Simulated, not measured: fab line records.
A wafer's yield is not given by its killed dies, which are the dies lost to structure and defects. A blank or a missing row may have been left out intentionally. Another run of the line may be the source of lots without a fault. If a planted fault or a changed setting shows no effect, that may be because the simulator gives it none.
A struck lot beside a sound one + flow n5_finfet + 38 out of 1938 route steps
Sound: wafers L645.2, L645.5, L645.6. Struck: wafer L638.4 (left out: L638.3, L638.6 of the same lot, which were not struck); the cause appears at the end.
Each step with rows lists, per side, the tool, then ch with its chambers, then its first start. Under that, the readings that differ: sound wafers + struck wafers + difference of the means + sigmas: that difference in standard deviations of wafers without a fault.
alike: words and numbers the same on both sides, and readings whose means are apart by under 2 such deviations; not compared: readings that were withheld, readings missing a value for some wafer, numbers with overlapping values and no deviation given by the record, and bounds like >300 which may hide the same value.
Wherever a step has rows on one side only, a row that says differs or no value, or a row with sigmas, the two part there. Numbers that have no deviation but don't overlap get no sigmas and don't part them. A reading that every wafer of one side lacks parts them only if that side has two wafers or more.

first, 9 steps without rows for these wafers: N5_MOL_CONTACT_COAG_SPUTTER_130 (material Co, target thk 47.5 nm); N5_MOL_CONTACT_COAG_PRECLEAN_125 (cleans in DIW, time 57.5 s); N5_MOL_CONTACT_COAG_SRD_126 (dry time 32 s); N5_MOL_CONTACT_COAG_CMP_23 (polishes, stops on SiO2, t overpolish 1.5 s, target thk 0 nm); N5_MOL_CONTACT_COAG_WET_ETCH_26 (target Co, target depth 13 nm); N5_MOL_CONTACT_COAG_WET_ETCH_116 (etches the open film in SC1-inhibited, target depth 4.6 nm, rinse time 30 s); N5_MOL_CONTACT_COAG_ALD_27 (deposits SiOC, target thk 17 nm, pulse time 1.5 s, time 2720 s); N5_MOL_CONTACT_COAG_CMP_28 (polishes, stops on SiNx, t overpolish 0.85 s, target thk 14.522 nm); N5_MOL_CONTACT_COAG_ALD_123 (deposits SiNx, target thk 5 nm, pulse time 1 s, purge time 2 s).
N5_MOL_CONTACT_COAG_PECVD_31: deposits SiO2 from TEOS/O2, target thk 46 nm, time 8.9 s.
  sound on pecvd-02 ch 0,1,2, day 10 06:08; struck on pecvd-01 ch 0, day 8 13:25
| reading                                             | sound                | struck | difference | sigmas |
|-----------------------------------------------------|----------------------|--------|------------|--------|
| susceptor_temp_C (C)                                | 399.72 400.10 400.03 | 409.96 | +10.01     | +45    |
| model.SiO2_of_MOL_CONTACT_COAG_PECVD_31.thk_nm (nm) | 45 46.2 47.2         | 43.4   | -2.7       |        |
then, 19 steps without rows for these wafers: N5_MOL_CONTACT_COAG_COAT_75 (time 60 s, resist thk 60 nm); N5_MOL_CONTACT_COAG_COAT_76 (time 60 s, resist thk 10 nm); N5_MOL_CONTACT_COAG_COAT_77 (time 60 s, resist thk 10 nm); N5_MOL_CONTACT_COAG_COAT_78 (resist thk 40 nm); N5_MOL_CONTACT_COAG_EBR_80; N5_MOL_CONTACT_COAG_SOFTBAKE_79 (time 60 s); N5_MOL_CONTACT_COAG_EXPOSE_81 (exposes mask VG, defocus 0 nm); N5_MOL_CONTACT_COAG_PEB_82 (peb time 60 s); N5_MOL_CONTACT_COAG_DEVELOP_83 (develop time 30 s); N5_MOL_CONTACT_COAG_DESCUM_88 (chemistry O2, time 7 s); N5_MOL_CONTACT_COAG_ETCH_89 (etches underlayer in N2/H2, target depth 13 nm, time 10.4 s); N5_MOL_CONTACT_COAG_ETCH_90 (etches SiARC in CF4, target depth 13 nm, time 21.7 s); N5_MOL_CONTACT_COAG_ALD_131 (deposits SiO2, target thk 5 nm, pulse time 1 s, co reactant pulse time 1 s); N5_MOL_CONTACT_COAG_ETCHBACK_132 (etches SiO2 in CHF3, target depth 10 nm, time 6.7 s); N5_MOL_CONTACT_COAG_ETCH_91 (etches SOC in N2/H2, target depth 60 nm, overetch 21 nm, time 101.2 s); N5_MOL_CONTACT_COAG_STRIP_92 (strips in N2/H2); N5_MOL_CONTACT_COAG_STRIP_93 (strips in N2/H2); N5_MOL_CONTACT_COAG_ETCHBACK_135 (etches SiO2 in CHF3, target depth 25 nm, time 16.7 s); N5_MOL_CONTACT_COAG_STRIP_118 (strips in CHF3).
N5_MOL_CONTACT_COAG_VIA_ETCH_46: etches SiO2 in C4F6/O2, target depth 46 nm, overetch 9.2 nm, time 40 s.
  sound on rie_diel-04 ch 1,3, day 10 07:04; struck on rie_diel-01 ch 1, day 8 14:21
| reading                     | sound            | struck | difference | sigmas |
|-----------------------------|------------------|--------|------------|--------|
| drypump_motor_current_A (A) | 6.0 6.0 5.9      | 5.0    | -1.0       | -2     |
| model.etch.depth_nm (nm)    | 45.03 46.2 47.14 | 43.41  | -2.71      |        |
  alike: oes_product_au, rf_vpp_V, showerhead_plenum_p_Torr, throttle_valve_pct
  not compared: rf_hours_counter_h
then, 5 steps without rows for these wafers: N5_MOL_CONTACT_COAG_STRIP_96 (strips in N2/H2); N5_MOL_CONTACT_COAG_ETCH_47 (etches SiNx in CH3F/O2, stops on W, target depth 27 nm); N5_MOL_CONTACT_COAG_STRIP_119 (strips in N2/H2, time 30 s); N5_MOL_CONTACT_COAG_PRECLEAN_144 (cleans in alkaline clean, time 60 s); N5_MOL_CONTACT_COAG_SRD_145 (time 30 s).
N5_MOL_CONTACT_COAG_CMP_52: polishes, stops on SiO2, t overpolish 1.5 s, target thk 66.5 nm.
  sound on cmp-04 ch 1,2,3, day 10 09:17; struck on cmp-01 ch 1, day 8 16:33
| reading                                             | sound      | struck | difference | sigmas |
|-----------------------------------------------------|------------|--------|------------|--------|
| model.SiO2_of_MOL_CONTACT_COAG_PECVD_31.thk_nm (nm) | 43 44.2 45 | 41.4   | -2.7       |        |
  alike: edge_zone_pressure_frac, motor_current_A
N5_MOL_CONTACT_COAG_THK_MEAS_53:
  sound on film_metro-01, day 10 09:30; struck on film_metro-01, day 8 16:51
| reading          | sound          | struck | difference | sigmas |
|------------------|----------------|--------|------------|--------|
| VIA_MOL_THK (nm) | 43.0 44.1 45.0 | 41.4   | -2.6       | -5     |
-- a jump in the record: the struck wafers' starts before and after are 3 days apart (it breaks off in module MOL_CONTACT_COAG and resumes in module BEOL_M4, where the first step shown is number 1111 of the route) --
N5_BEOL_M4_RC_MEAS_101:
  sound on prober-01 ch 0, day 13 14:21; struck on prober-01 ch 0, day 11 05:13
  alike: DIBL_N, DIBL_P, IOFF_N, IOFF_P, ION_N, ION_P, SS_N, SS_P, VT_N, VT_P

== WHERE THEY PART ==
Last at N5_MOL_CONTACT_COAG_THK_MEAS_53 as far as this record goes, first at N5_MOL_CONTACT_COAG_PECVD_31. Later steps at which nothing parts them and some readings are alike: N5_BEOL_M4_RC_MEAS_101.

WHY: what the simulator had put in
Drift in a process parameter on pecvd-01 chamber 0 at N5_MOL_CONTACT_COAG_PECVD_31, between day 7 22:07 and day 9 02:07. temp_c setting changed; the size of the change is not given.
